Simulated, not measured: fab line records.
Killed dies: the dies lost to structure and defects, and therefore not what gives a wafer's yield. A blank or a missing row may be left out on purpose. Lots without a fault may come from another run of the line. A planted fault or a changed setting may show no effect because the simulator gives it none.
Which tool is to blame? + flow nand_harc + 34 wafers from 12 lots sampled at 5 of the route's 1302 steps

WHAT THE GAUGES SHOWED, per wafer
NHARC_A_CHANNEL_HOLE_D1_CD_MEAS_18. Usual: 99.0 nm for cd_nm, sd 2.3.
| lot  | measured     | on        | cd_nm (nm)        | flag |
|------|--------------|-----------|-------------------|------|
| L837 | day 7 17:01  | cd_sem-03 | 102.2 100.9 98.3  |      |
| L839 | day 8 13:56  | cd_sem-02 | 99.9 100.2 100.9  |      |
| L841 | day 9 03:02  | cd_sem-01 | 98.9 103.2 100.8  |      |
| L842 | day 9 10:41  | cd_sem-01 | 95.8 97.2 97.8    |      |
| L840 | day 9 21:33  | cd_sem-03 | 101.3 102.3 98.0  |      |
| L843 | day 10 04:35 | cd_sem-01 | 102.0 103.2 101.9 |      |
| L850 | day 12 21:46 | cd_sem-01 | 100.9 99.5        |      |
| L851 | day 13 14:20 | cd_sem-02 | 97.1 97.2         |      |
| L856 | day 15 15:25 | cd_sem-02 | 101.4 99.3 100.5  |      |
| L859 | day 16 12:34 | cd_sem-01 | 97.1 93.7 98.8    |      |
| L858 | day 16 12:07 | cd_sem-03 | 96.8 96.6 98.5    |      |
| L860 | day 16 21:33 | cd_sem-01 | 97.0 97.8 98.7    |      |

NHARC_END_SORT_01. Usual: killed_at_array 62, standard deviation 18; killed_at_other 0.9, standard deviation 1.2; killed_at_periphery 4.2, standard deviation 2.9; killed_dies 67, standard deviation 17; killed_open 3.6, standard deviation 1.9; killed_short 2.5, standard deviation 1.6.
| lot  | measured     | on        | killed_at_array | killed_at_other | killed_at_periphery | killed_dies | killed_open | killed_short | flag |
|------|--------------|-----------|-----------------|-----------------|---------------------|-------------|-------------|--------------|------|
| L851 | day 29 03:32 | prober-01 | 516 514         | 1 2             | 6 12                | 523 528     | 3 6         | 2 1          | OFF  |

EACH LOT AND THE TOOL THAT RAN IT (in order: tool; ch and the chambers of the sampled wafers; start)
| lot  | NHARC_A_CHANNEL_HOLE_D1_DEP_01  | NHARC_A_CHANNEL_HOLE_D1_ETCH_34               | NHARC_A_CHANNEL_HOLE_D1_ETCH_16    |
|------|---------------------------------|-----------------------------------------------|------------------------------------|
| L837 | pecvd-01 ch 0,1, day 7 14:50    | rie_diel-08 ch 0,1,3, day 7 16:19 or earlier  | rie_diel-08 ch 0,1,3, day 7 16:19  |
| L839 | pecvd-04 ch 1,2, day 8 12:03    | rie_diel-09 ch 0,1,2, day 8 13:28 or earlier  | rie_diel-09 ch 0,1,3, day 8 13:28  |
| L841 | pecvd-02 ch 0,2, day 9 01:04    | rie_diel-09 ch 1,3, day 9 02:31 or earlier    | rie_diel-09 ch 0,2,3, day 9 02:31  |
| L842 | pecvd-01 ch 0,2, day 9 08:25    | rie_diel-07 ch 0,1,3, day 9 10:10 or earlier  | rie_diel-07 ch 0,3, day 9 10:10    |
| L840 | pecvd-01 ch 0,2, day 9 19:39    | rie_diel-09 ch 0,2,3, day 9 20:58 or earlier  | rie_diel-09 ch 1,3, day 9 20:58    |
| L843 | pecvd-01 ch 0,2, day 10 02:42   | rie_diel-09 ch 0,2, day 10 04:01 or earlier   | rie_diel-09 ch 1,2, day 10 04:01   |
| L850 | pecvd-04 ch 0,2, day 12 19:47   | rie_diel-07 ch 0,2, day 12 21:14 or earlier   | rie_diel-07 ch 1,3, day 12 21:14   |
| L851 | pecvd-04 ch 1, day 13 10:58     | rie_diel-07 ch 0,1, day 13 13:46 or earlier   | rie_diel-07 ch 2,3, day 13 13:46   |
| L856 | pecvd-01 ch 0,1, day 15 13:31   | rie_diel-09 ch 0,2,3, day 15 14:49 or earlier | rie_diel-09 ch 1,2,3, day 15 14:49 |
| L859 | pecvd-02 ch 0,1, day 16 10:05   | rie_diel-07 ch 1,2,3, day 16 12:02 or earlier | rie_diel-07 ch 0,2,3, day 16 12:02 |
| L858 | pecvd-01 ch 1,2, day 16 10:06   | rie_diel-07 ch 1,2, day 16 11:32 or earlier   | rie_diel-07 ch 0,2,3, day 16 11:32 |
| L860 | pecvd-01 ch 0,1,2, day 16 19:32 | rie_diel-09 ch 0,2,3, day 16 20:59 or earlier | rie_diel-09 ch 0,2,3, day 16 20:59 |
- NHARC_A_CHANNEL_HOLE_D1_DEP_01: deposits SiON, target thk 140 nm.
- NHARC_A_CHANNEL_HOLE_D1_ETCH_34: etches the open film in CF4/CHF3, target depth 154 nm, time 77 s.
- NHARC_A_CHANNEL_HOLE_D1_ETCH_16: etches the open film in O2/COS, target depth 3100 nm, time 806 s.

WHAT THE TOOLS THEMSELVES READ (means of the sampled wafers that have a number; where no wafer has one, the mark that the record gives instead)
NHARC_A_CHANNEL_HOLE_D1_DEP_01. Usual: heater_power_w 751 W, standard deviation 73; rf_fwd_power_W 348.2 W, standard deviation 1.3.
| lot  | tool     | heater_power_w (W) | rf_fwd_power_W (W) | flag |
|------|----------|--------------------|--------------------|------|
| L837 | pecvd-01 | 778                | 347.0              |      |
| L839 | pecvd-04 | 640                | 349.6              |      |
| L841 | pecvd-02 | 808                | 348.4              |      |
| L842 | pecvd-01 | 815                | 347.8              |      |
| L840 | pecvd-01 | 826                | 347.6              |      |
| L843 | pecvd-01 | 761                | 348.6              |      |
| L850 | pecvd-04 | 810                | 348.5              |      |
| L851 | pecvd-04 | 604                | 349.6              |      |
| L856 | pecvd-01 | 744                | 349.3              |      |
| L859 | pecvd-02 | 700                | 349.1              |      |
| L858 | pecvd-01 | 748                | 349.5              |      |
| L860 | pecvd-01 | 720                | 348.7              |      |

NHARC_A_CHANNEL_HOLE_D1_ETCH_34. Usual: drypump_motor_current_A 5.8 A, standard deviation 0.63; oes_product_au 0.946 a.u., standard deviation 0.023; rf_fwd_power_W 496.5 W, standard deviation 1.6; rf_vpp_V 371.6 V, standard deviation 2.1; run_length_s 98.2 s, standard deviation 0.41; showerhead_plenum_p_Torr 1.60 Torr, standard deviation 0.057; throttle_valve_pct 16.802 %, standard deviation 0.0093.
| lot  | tool        | drypump_motor_current_A (A) | oes_product_au (a.u.) | rf_fwd_power_W (W) | rf_vpp_V (V) | run_length_s (s) | showerhead_plenum_p_Torr (Torr) | throttle_valve_pct (%) | flag |
|------|-------------|-----------------------------|-----------------------|--------------------|--------------|------------------|---------------------------------|------------------------|------|
| L837 | rie_diel-08 | 5.5                         | 0.921                 | 497.3              | 370.5        | 98.4             | 1.57                            | 16.800                 |      |
| L839 | rie_diel-09 | 6.0                         | 0.948                 | 497.5              | 372.6        | 98.0             | 1.64                            | 16.806                 |      |
| L841 | rie_diel-09 | 6.6                         | 0.926                 | 497.7              | 371.3        | 98.1             | 1.59                            | 16.805                 |      |
| L842 | rie_diel-07 | 5.1                         | 0.934                 | 496.3              | 369.5        | 97.9             | 1.54                            | 16.803                 |      |
| L840 | rie_diel-09 | 6.2                         | 0.964                 | 497.5              | 372.1        | 98.3             | 1.61                            | 16.805                 |      |
| L843 | rie_diel-09 | 5.9                         | 0.922                 | 497.2              | 372.6        | 98.1             | 1.65                            | 16.802                 |      |
| L850 | rie_diel-07 | 5.4                         | 0.962                 | 497.0              | 374.0        | 98.3             | 1.63                            | 16.796                 |      |
| L851 | rie_diel-07 | 5.2                         | 0.917                 | 496.5              | 373.4        | 97.8             | 1.67                            | 16.800                 |      |
| L856 | rie_diel-09 | 6.2                         | 0.957                 | 496.1              | 372.8        | 98.1             | 1.61                            | 16.800                 |      |
| L859 | rie_diel-07 | 5.5                         | 0.964                 | 495.7              | 371.2        | 97.7             | 1.61                            | 16.791                 |      |
| L858 | rie_diel-07 | 6.0                         | 0.982                 | 495.2              | 372.5        | 97.7             | 1.65                            | 16.800                 |      |
| L860 | rie_diel-09 | 6.2                         | 0.925                 | 496.4              | 372.1        | 98.4             | 1.61                            | 16.805                 |      |

NHARC_A_CHANNEL_HOLE_D1_ETCH_16. Usual: drypump_motor_current_A 5.8 A, standard deviation 0.63; o2_flow_sccm 399.9 sccm, standard deviation 1.2; oes_product_au 0.998 a.u., standard deviation 0.012; rf_fwd_power_W 499.6 W, standard deviation 1.4; rf_vpp_V 315.1 V, standard deviation 1.7; run_length_s 827.1 s, standard deviation 0.4; showerhead_plenum_p_Torr 3.19 Torr, standard deviation 0.12; throttle_valve_pct 28.331 %, standard deviation 0.0095.
| lot  | tool        | drypump_motor_current_A (A) | o2_flow_sccm (sccm) | oes_product_au (a.u.) | rf_fwd_power_W (W) | rf_vpp_V (V) | run_length_s (s) | showerhead_plenum_p_Torr (Torr) | throttle_valve_pct (%) | flag |
|------|-------------|-----------------------------|---------------------|-----------------------|--------------------|--------------|------------------|---------------------------------|------------------------|------|
| L837 | rie_diel-08 | 5.5                         | 400.4               | 1.001                 | 500.3              | 314.4        | 827.5            | 3.11                            | 28.329                 |      |
| L839 | rie_diel-09 | 6.4                         | 399.6               | 0.996                 | 500.0              | 315.0        | 827.0            | 3.18                            | 28.329                 |      |
| L841 | rie_diel-09 | 6.2                         | 399.2               | 0.989                 | 500.8              | 315.2        | 827.3            | 3.20                            | 28.336                 |      |
| L842 | rie_diel-07 | 4.7                         | 400.4               | 1.000                 | 499.3              | 313.7        | 827.2            | 3.10                            | 28.335                 |      |
| L840 | rie_diel-09 | 6.4                         | 399.6               | 0.992                 | 498.8              | 315.4        | 826.9            | 3.21                            | 28.334                 |      |
| L843 | rie_diel-09 | 5.9                         | 399.7               | 0.990                 | 501.2              | 317.6        | 826.8            | 3.30                            | 28.335                 |      |
| L850 | rie_diel-07 | 5.2                         | 401.0               | 1.002                 | 499.5              | 315.9        | 730.2            | 3.20                            | 28.329                 | OFF  |
| L851 | rie_diel-07 | 5.4                         | 400.1               | 1.000                 | -                  | 315.4        | 634.0            | 3.12                            | 28.331                 | OFF  |
| L856 | rie_diel-09 | 6.3                         | 400.5               | 0.996                 | 499.5              | 315.9        | 827.0            | 3.22                            | 28.329                 |      |
| L859 | rie_diel-07 | 5.2                         | 399.9               | 1.010                 | 500.3              | 314.4        | 827.1            | 3.15                            | 28.339                 |      |
| L858 | rie_diel-07 | 5.2                         | 399.0               | 1.005                 | 499.7              | 314.5        | 827.0            | 3.15                            | 28.325                 |      |
| L860 | rie_diel-09 | 6.2                         | 399.9               | 0.993                 | 500.0              | 315.4        | 827.1            | 3.20                            | 28.332                 |      |

THE ANSWER, worked out from the rows above alone
Rule: lot off if the mean of its wafers having a number is beyond 3 standard deviations from the usual mean. Also off: a lot with no number at a reading for which 4 or more lots have one. The other lots that the step has rows for count as sound. Order of review: gauges by route order, followed by the tools' own readings, for which a lot's mean as printed above is used. The first step at which some lot is off is used, and at that step the reading that is off furthest; a lot without a number counts as furthest.
Off: L851 (NHARC_END_SORT_01, killed_dies). Neither off nor sound, because the step has no rows for them: L837, L839, L841, L842, L840, L843, L850, L856, L859, L858, L860.
If a tool, at a process step before that reading, ran all the lots that are off and no sound lot after the first of them, it fits. The gauges at NHARC_END_SORT_01 aren't tried: what is off there is off at NHARC_A_CHANNEL_HOLE_D1_ETCH_16 too, on other tools, and a gauge's error can't cause that. Because NHARC_A_CHANNEL_HOLE_D1_ETCH_34 lacks a start for some lots, the hours and order of its lots are taken from NHARC_A_CHANNEL_HOLE_D1_ETCH_16. Undecided on this evidence; 2 tools fit (pecvd-04 at NHARC_A_CHANNEL_HOLE_D1_DEP_01, rie_diel-07 at NHARC_A_CHANNEL_HOLE_D1_ETCH_34 and NHARC_A_CHANNEL_HOLE_D1_ETCH_16).

WHAT WAS PUT IN BY THE SIMULATOR
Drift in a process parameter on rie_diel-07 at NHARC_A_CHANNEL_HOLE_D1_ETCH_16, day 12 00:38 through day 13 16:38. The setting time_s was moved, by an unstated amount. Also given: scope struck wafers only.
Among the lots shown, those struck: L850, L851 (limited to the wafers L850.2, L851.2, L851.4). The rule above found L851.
